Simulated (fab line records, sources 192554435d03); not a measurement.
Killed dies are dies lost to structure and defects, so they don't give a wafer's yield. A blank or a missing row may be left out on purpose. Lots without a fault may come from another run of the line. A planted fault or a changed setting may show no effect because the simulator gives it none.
fab line records | flow n5_finfet
record lots=11 wafers=33 last_day=19
route steps=1938 shown BEOL_M14@1762 BEOL_M15@1773
lots that met no fault: from a run of the same line without faults
start_h: hours from the record's first day to the start of the lot's first wafer shown | wait_h: hours since the lot's step before | " the same as in the row above | L1.1+2: a row that stands for several wafers | - no value, or no start given | * or withheld: withheld | < > ~ a bound
route shown NAME@n: a module of which the file shows steps, and the number in the route of the first | usual: mean/standard deviation of fault-free wafers | same: alike in all rows | chamber/n: place in a boat | sites: the reading at each site | _std_site: their standard deviation | _edge_site: outer sites' mean less inner sites' | radius_mm: how far each site lies from the wafer's centre | mask NAME#n: copy n | behind: the tool/chamber that last shaped the wafer | hold: why the lot was held/for how many hours/how that ended | device: the transistor (n, p or np) that didn't switch | end of line: the same wafers' tests at the end of the route | a step without rows: its recipe alone | killed: dies lost to structure and defects at the first sort, not the wafer's yield | map: a wafer's dies, x killed, . not, _ none there
set.NAME: the setting as run; set.NAME@STEP: as run at that earlier step | model.NAME: the simulator's own value behind a step, which no gauge read
steps of the route over a sample of lots; a table a step, a row a wafer
services: from which hour (start_h, from the record's first day; less than 0 if before it) a tool's chamber was out of use, for how many hours, and why
## steps
# step N5_BEOL_M14_SPUTTER_43
# recipe material=TaN target_thk_a=150 temp_c=50 bias_v=168.6 power_w=15000 chamber_pressure_pa=0.12 time_s=24.19
# usual throttle_valve_pct=30.2/0.72
# columns lot.wafer tool chamber start_h wait_h throttle_valve_pct
L207.1 pvd_sputter-02 - 269.74 0.0 31.1
L207.2 " - " " 30.7
L207.6 " - " " 30.3
L210.2 pvd_sputter-01 - 320.42 0.0 29.3
L210.3 " - " " 29.1
L210.6 " - " " 31.4
L209.4 pvd_sputter-02 - 326.29 0.0 30.9
L209.5 " - " " 30.6
L209.6 " - " " 30.2
L217.1 pvd_sputter-03 - 381.69 0.0 29.5
L217.4 " - " " 29.7
L217.6 " - " " 30.2
L219.1 pvd_sputter-03 - 385.68 0.0 31.3
L219.2 " - " " 29.7
L219.5 " - " " 29.6
L208.3 pvd_sputter-03 - 394.88 0.0 31.1
L208.4 " - " " 30.2
L208.6 " - " " 29.5
L223.2 pvd_sputter-01 - 418.46 0.0 31.2
L223.5 " - " " 29.4
L223.6 " - " " 29.3
L220.2 pvd_sputter-03 - 424.68 0.0 29.9
L220.3 " - " " 29.5
L220.6 " - " " 29.5
L228.2 pvd_sputter-02 - 433.20 0.0 28.9
L228.5 " - " " 30.5
L228.6 " - " " 30.6
L226.1 pvd_sputter-02 - 437.52 0.0 30.3
L226.3 " - " " 31.1
L226.4 " - " " 30.5
L229.1 pvd_sputter-01 - 439.23 0.0 29.5
L229.5 " - " " 29.2
L229.6 " - " " 31.1
# step N5_BEOL_M14_ANNEAL_48
# recipe temp_c=225 time_s=90 ambient=N2
# usual wafer_temp_C_max=226.05/0.29
# columns lot.wafer tool chamber start_h wait_h wafer_temp_C_max
L207.1 rtp_anneal-02 0 270.21 0.1 225.86
L207.2 " 0 " " 225.82
L207.6 " 0 " " 225.83
L210.2 rtp_anneal-02 0 321.07 0.3 225.90
L210.3 " 0 " " 225.66
L210.6 " 0 " " 226.07
L209.4 rtp_anneal-01 0 327.01 0.4 226.25
L209.5 " 0 " " 225.94
L209.6 " 0 " " 226.27
L217.1 rtp_anneal-02 0 382.31 0.3 225.98
L217.4 " 0 " " 225.72
L217.6 " 0 " " 225.90
L219.1 rtp_anneal-01 0 386.17 0.2 225.90
L219.2 " 0 " " 226.32
L219.5 " 0 " " 226.31
L208.3 rtp_anneal-01 0 395.44 0.2 225.93
L208.4 " 0 " " 226.11
L208.6 " 0 " " 226.12
L223.2 rtp_anneal-02 0 419.19 0.4 225.54
L223.5 " 0 " " 225.79
L223.6 " 0 " " 225.66
L220.2 rtp_anneal-01 0 425.28 0.2 226.35
L220.3 " 0 " " 226.58
L220.6 " 0 " " 226.06
L228.2 rtp_anneal-01 0 433.71 0.2 225.81
L228.5 " 0 " " 226.10
L228.6 " 0 " " 226.17
L226.1 rtp_anneal-02 0 437.98 0.1 225.74
L226.3 " 0 " " 225.82
L226.4 " 0 " " 225.60
L229.1 rtp_anneal-02 0 440.56 0.8 225.89
L229.5 " 0 " " 225.89
L229.6 " 0 " " 225.65
# step N5_BEOL_M15_ILD_DEP_00
# recipe material=SiO2 target_thk_a=16293 temp_c=400 precursor=TEOS/O2 pressure_torr=6.5 rf_w=900 teos_flow_sccm=161.4 gas=O2 flow_sccm=2650 time_s=346.1
# usual heater_power_w=583/93 showerhead_plenum_p_Torr=8.35/0.049 throttle_valve_pct=18.7/1.1
# columns lot.wafer tool chamber start_h wait_h heater_power_w showerhead_plenum_p_Torr throttle_valve_pct
L207.1 pecvd-02 1 271.02 0.0 507 8.39 20.2
L207.2 " 0 " " 553 8.28 18.4
L207.6 " 2 " " 615 8.40 18.2
L210.2 pecvd-04 1 321.80 0.0 813 8.38 20.9
L210.3 " 0 " " 693 8.31 18.7
L210.6 " 0 " " 582 8.30 18.6
L209.4 pecvd-04 1 327.90 0.1 657 8.37 20.9
L209.5 " 0 " " 598 8.32 18.9
L209.6 " 2 " " 449 8.41 18.6
L217.1 pecvd-04 2 383.27 0.0 594 8.39 18.8
L217.4 " 1 " " 642 8.39 21.0
L217.6 " 2 " " 445 8.40 18.6
L219.1 pecvd-02 2 386.97 0.0 537 8.40 18.3
L219.2 " 0 " " 461 8.27 18.4
L219.5 " 0 " " 463 8.26 18.3
L208.3 pecvd-01 1 396.16 0.0 683 8.35 17.1
L208.4 " 0 " " 590 8.32 18.7
L208.6 " 1 " " 553 8.34 17.0
L223.2 pecvd-04 0 419.93 0.0 601 8.29 18.6
L223.5 " 0 " " 714 8.31 18.9
L223.6 " 2 " " 575 8.42 18.4
L220.2 pecvd-02 1 426.02 0.0 522 8.42 17.0
L220.3 " 0 " " 563 8.29 18.4
L220.6 " 0 " " 457 8.25 18.8
L228.2 pecvd-01 2 434.45 0.0 472 8.32 18.6
L228.5 " 0 " " 466 8.31 18.5
L228.6 " 1 " " 548 8.34 16.9
L226.1 pecvd-01 1 438.77 0.0 642 8.33 16.9
L226.3 " 0 " " 585 8.33 18.4
L226.4 " 2 " " 544 8.32 18.5
L229.1 pecvd-02 0 441.36 0.0 578 8.26 18.4
L229.5 " 0 " " 455 8.29 18.5
L229.6 " 1 " " 612 8.39 17.2
# step N5_BEOL_M15_EXPOSE_07
# recipe mask_id=V14 na=0.8 source_shape=annular sigma_inner=0.5 sigma_outer=0.8 polarization=unpolarized attpsm_phase_deg=180 dose_mj=41.25
# usual exposure_dose_mJ_cm2=41.24/0.046 reticle_temp_C=23.03/0.097
# columns lot.wafer tool chamber start_h wait_h mask exposure_dose_mJ_cm2 reticle_temp_C
L207.1 krf_scanner-02 0 271.40 - V14#0 41.23 22.92
L207.2 " 0 " " V14#0 41.22 23.14
L207.6 " 0 " " V14#0 41.21 22.96
L210.2 krf_scanner-01 0 322.31 - V14#0 41.16 23.11
L210.3 " 0 " " V14#0 41.24 23.06
L210.6 " 0 " " V14#0 41.24 23.06
L209.4 krf_scanner-01 0 328.19 - V14#0 41.21 23.12
L209.5 " 0 " " V14#0 41.29 23.10
L209.6 " 0 " " V14#0 41.24 23.07
L217.1 krf_scanner-02 0 383.65 - V14#0 41.21 22.95
L217.4 " 0 " " V14#0 41.17 22.80
L217.6 " 0 " " V14#0 41.18 23.09
L219.1 krf_scanner-01 0 387.46 - V14#0 41.18 23.12
L219.2 " 0 " " V14#0 41.26 23.13
L219.5 " 0 " " V14#0 41.18 22.91
L208.3 krf_scanner-02 0 396.56 - V14#0 41.24 23.00
L208.4 " 0 " " V14#0 41.27 23.10
L208.6 " 0 " " V14#0 41.26 23.10
L223.2 krf_scanner-01 0 420.32 - V14#0 38.96 23.06
L223.5 " 0 " " V14#0 38.92 22.94
L223.6 " 0 " " V14#0 38.94 23.02
L220.2 krf_scanner-01 0 426.40 - V14#0 39.48 22.96
L220.3 " 0 " " V14#0 39.41 22.90
L220.6 " 0 " " V14#0 39.44 23.02
L228.2 krf_scanner-02 0 434.83 - V14#0 41.30 23.11
L228.5 " 0 " " V14#0 41.29 23.28
L228.6 " 0 " " V14#0 41.25 23.08
L226.1 krf_scanner-02 0 439.15 - V14#0 41.16 22.97
L226.3 " 0 " " V14#0 41.17 23.00
L226.4 " 0 " " V14#0 41.12 23.06
L229.1 krf_scanner-02 0 441.74 - V14#0 41.19 23.30
L229.5 " 0 " " V14#0 41.24 23.13
L229.6 " 0 " " V14#0 41.22 23.05
# step N5_BEOL_M15_CD_MEAS_10
# recipe target_cd_nm=360 landing_energy_ev=500 detector=se_inlens polarity=opening
# usual cd_nm=359.7/2
# columns lot.wafer tool chamber start_h wait_h cd_nm
L207.1 cd_sem-01 0 271.58 - 360.0
L207.2 " 0 " " 360.8
L207.6 " 0 " " 361.4
L210.2 cd_sem-02 0 322.48 - 360.7
L210.3 " 0 " " 360.0
L210.6 " 0 " " 358.3
L209.4 cd_sem-01 0 328.35 - 359.1
L209.5 " 0 " " 358.9
L209.6 " 0 " " 355.5
L217.1 cd_sem-01 0 383.82 - 357.3
L217.4 " 0 " " 356.1
L217.6 " 0 " " 357.9
L219.1 cd_sem-02 0 387.64 - 361.7
L219.2 " 0 " " 360.2
L219.5 " 0 " " 357.3
L208.3 cd_sem-03 0 396.72 - 361.7
L208.4 " 0 " " 359.6
L208.6 " 0 " " 359.2
L223.2 cd_sem-03 0 420.48 - 352.9
L223.5 " 0 " " 353.1
L223.6 " 0 " " 352.0
L220.2 cd_sem-01 0 426.57 - 348.0
L220.3 " 0 " " 352.2
L220.6 " 0 " " 350.7
L228.2 cd_sem-03 0 435.00 - 359.8
L228.5 " 0 " " 358.5
L228.6 " 0 " " 357.0
L226.1 cd_sem-02 0 439.32 - 358.8
L226.3 " 0 " " 358.6
L226.4 " 0 " " 358.1
L229.1 cd_sem-01 0 441.92 - 359.2
L229.5 " 0 " " 362.0
L229.6 " 0 " " 358.8
## services
# columns tool chamber start_h hours kind
krf_scanner-02 - 250.42 0.4 repair
krf_scanner-02 - 262.00 3.6 pm
krf_scanner-01 - 265.91 1.0 pm
pecvd-01 1 274.17 12.3 repair
krf_scanner-01 - 275.19 0.8 pm
pecvd-01 - 275.27 0.9 repair
pecvd-04 2 287.69 4.1 repair
pecvd-04 - 289.55 6.0 pm
pecvd-02 - 298.59 3.4 repair
krf_scanner-01 - 300.50 1.3 pm
krf_scanner-02 - 303.10 0.8 pm
krf_scanner-02 - 311.53 0.8 pm
krf_scanner-02 - 324.71 1.0 pm
pecvd-02 - 326.95 0.6 repair
pecvd-04 2 331.11 30.4 repair
krf_scanner-02 - 331.58 1.3 pm
rtp_anneal-01 - 333.08 4.2 pm
pecvd-02 - 335.57 2.8 pm
krf_scanner-02 - 345.15 0.5 repair
krf_scanner-01 - 395.17 1.7 repair
pecvd-02 - 415.73 1.4 repair
pecvd-01 1 420.08 4.5 repair
krf_scanner-01 - 430.72 3.6 pm
krf_scanner-01 - 434.91 1.0 pm
## key
first_sign step=N5_BEOL_M15_EXPOSE_07 reading=exposure_dose_mJ_cm2 direction=down sigmas=45 usual=41.24 struck=39.19
effect step=N5_BEOL_M15_CD_MEAS_10 reading=cd_nm direction=down sigmas=4.1 usual=359.7 struck=351.5 through=control_loop
met_at N5_BEOL_M15_EXPOSE_07
struck_lots L220,L223
loop_trim step=N5_BEOL_M15_EXPOSE_07 setting=dose lots=L220
not_acting_at N5_BEOL_M14_SPUTTER_43,N5_BEOL_M14_ANNEAL_48,N5_BEOL_M15_ILD_DEP_00
onset_between 387.46 420.32
fault kind=process_parameter_drift tool=krf_scanner-01 chamber=- onset_h=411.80 steps=N5_BEOL_M15_EXPOSE_07 channel=dose_mj offset=-2.2587 shape=step acts_in=these_recipes_only stated=41.25
# loop_trim: a control loop set the setting to another value than it would have without faults
